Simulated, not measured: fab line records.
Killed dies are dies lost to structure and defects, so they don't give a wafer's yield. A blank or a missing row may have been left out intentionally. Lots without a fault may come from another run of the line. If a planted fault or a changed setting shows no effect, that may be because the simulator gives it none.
Matching of chambers / flow n5Finfet / N5_BEOL_M8_STRIP_19 on rieDiel-05 has 4 sister chambers
The step strips in O2. 16 wafers are shown with their chamber, then 8 later ones without.

## WAFERS WITH THEIR CHAMBER
wafer=L074.1; chamber=0; drypumpMotorCurrentA (A)=5.9; showerheadPlenumPTorr (Torr)=1.99; oesProductAu (a.u.)=0.68
wafer=L074.2; chamber=2; drypumpMotorCurrentA (A)=5.9; showerheadPlenumPTorr (Torr)=1.98; oesProductAu (a.u.)=0.68
wafer=L074.5; chamber=1; drypumpMotorCurrentA (A)=5.0; showerheadPlenumPTorr (Torr)=2.07; oesProductAu (a.u.)=0.71
wafer=L076.1; chamber=3; drypumpMotorCurrentA (A)=6.1; showerheadPlenumPTorr (Torr)=2.13; oesProductAu (a.u.)=0.70
wafer=L076.2; chamber=2; drypumpMotorCurrentA (A)=5.9; showerheadPlenumPTorr (Torr)=1.98; oesProductAu (a.u.)=0.68
wafer=L076.4; chamber=0; drypumpMotorCurrentA (A)=5.8; showerheadPlenumPTorr (Torr)=1.99; oesProductAu (a.u.)=0.66
wafer=L075.1; chamber=3; drypumpMotorCurrentA (A)=6.1; showerheadPlenumPTorr (Torr)=2.13; oesProductAu (a.u.)=0.70
wafer=L075.2; chamber=2; drypumpMotorCurrentA (A)=6.0; showerheadPlenumPTorr (Torr)=1.98; oesProductAu (a.u.)=0.67
wafer=L075.3; chamber=1; drypumpMotorCurrentA (A)=5.0; showerheadPlenumPTorr (Torr)=2.07; oesProductAu (a.u.)=0.71
wafer=L079.1; chamber=2; drypumpMotorCurrentA (A)=6.0; showerheadPlenumPTorr (Torr)=2.24; oesProductAu (a.u.)=1.00
wafer=L079.4; chamber=2; drypumpMotorCurrentA (A)=6.0; showerheadPlenumPTorr (Torr)=2.24; oesProductAu (a.u.)=1.01
wafer=L079.6; chamber=3; drypumpMotorCurrentA (A)=6.1; showerheadPlenumPTorr (Torr)=2.13; oesProductAu (a.u.)=0.69
wafer=L084.1; chamber=2; drypumpMotorCurrentA (A)=6.0; showerheadPlenumPTorr (Torr)=2.24; oesProductAu (a.u.)=0.98
wafer=L084.2; chamber=3; drypumpMotorCurrentA (A)=6.1; showerheadPlenumPTorr (Torr)=2.13; oesProductAu (a.u.)=0.69
wafer=L084.6; chamber=2; drypumpMotorCurrentA (A)=5.9; showerheadPlenumPTorr (Torr)=2.24; oesProductAu (a.u.)=0.98
wafer=L089.1; chamber=2; drypumpMotorCurrentA (A)=6.0; showerheadPlenumPTorr (Torr)=2.23; oesProductAu (a.u.)=0.94

SIGNATURES (averages over the wafers above)
reading=drypumpMotorCurrentA; chamber 0=5.850; chamber 1=5.000; chamber 2=5.963; chamber 3=6.100; scatter within a chamber=0.0445
reading=showerheadPlenumPTorr; chamber 0=1.9900; chamber 1=2.0700; chamber 2=2.1413; chamber 3=2.1300; scatter within a chamber=0.102
reading=oesProductAu; chamber 0=0.6700; chamber 1=0.7100; chamber 2=0.8675; chamber 3=0.6950; scatter within a chamber=0.122
Rule: a wafer's distance from a chamber is the root of the sum, over the readings, of the square of ((its reading less the chamber's mean) divided by the reading's scatter). If the next closest chamber is less than 2 further off than the closest, the wafer can't be placed; otherwise it belongs to the closest. The scatter: the root of (the sum of the squares of (reading less its chamber's mean) over the shown wafers, divided by (wafers less chambers)).

## WAFERS WITHOUT THEIR CHAMBER
wafer=L089.3; drypumpMotorCurrentA (A)=5.8; showerheadPlenumPTorr (Torr)=2.25; oesProductAu (a.u.)=0.96
wafer=L089.4; drypumpMotorCurrentA (A)=5.0; showerheadPlenumPTorr (Torr)=2.06; oesProductAu (a.u.)=0.68
wafer=L090.3; drypumpMotorCurrentA (A)=5.9; showerheadPlenumPTorr (Torr)=2.23; oesProductAu (a.u.)=0.91
wafer=L090.5; drypumpMotorCurrentA (A)=5.9; showerheadPlenumPTorr (Torr)=2.23; oesProductAu (a.u.)=0.92
wafer=L090.6; drypumpMotorCurrentA (A)=6.1; showerheadPlenumPTorr (Torr)=2.12; oesProductAu (a.u.)=0.94
wafer=L096.1; drypumpMotorCurrentA (A)=5.9; showerheadPlenumPTorr (Torr)=2.24; oesProductAu (a.u.)=0.89
wafer=L096.4; drypumpMotorCurrentA (A)=6.1; showerheadPlenumPTorr (Torr)=2.12; oesProductAu (a.u.)=0.90
wafer=L096.6; drypumpMotorCurrentA (A)=5.9; showerheadPlenumPTorr (Torr)=2.22; oesProductAu (a.u.)=0.88

## EACH ONE'S CHAMBER
wafer=L089.3; from the rows above=can't be placed: 0 or 2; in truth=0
wafer=L089.4; from the rows above=1; in truth=1
wafer=L090.3; from the rows above=can't be placed: 2 or 0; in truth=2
wafer=L090.5; from the rows above=can't be placed: 2 or 0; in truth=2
wafer=L090.6; from the rows above=can't be placed: 3 or 2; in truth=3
wafer=L096.1; from the rows above=can't be placed: 2 or 0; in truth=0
wafer=L096.4; from the rows above=can't be placed: 3 or 2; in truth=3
wafer=L096.6; from the rows above=can't be placed: 2 or 0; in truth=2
Correct placement for 1 of the 8. These rows do not allow placing 7 (true chamber among the candidates in 7). Wrongly placed: 0.
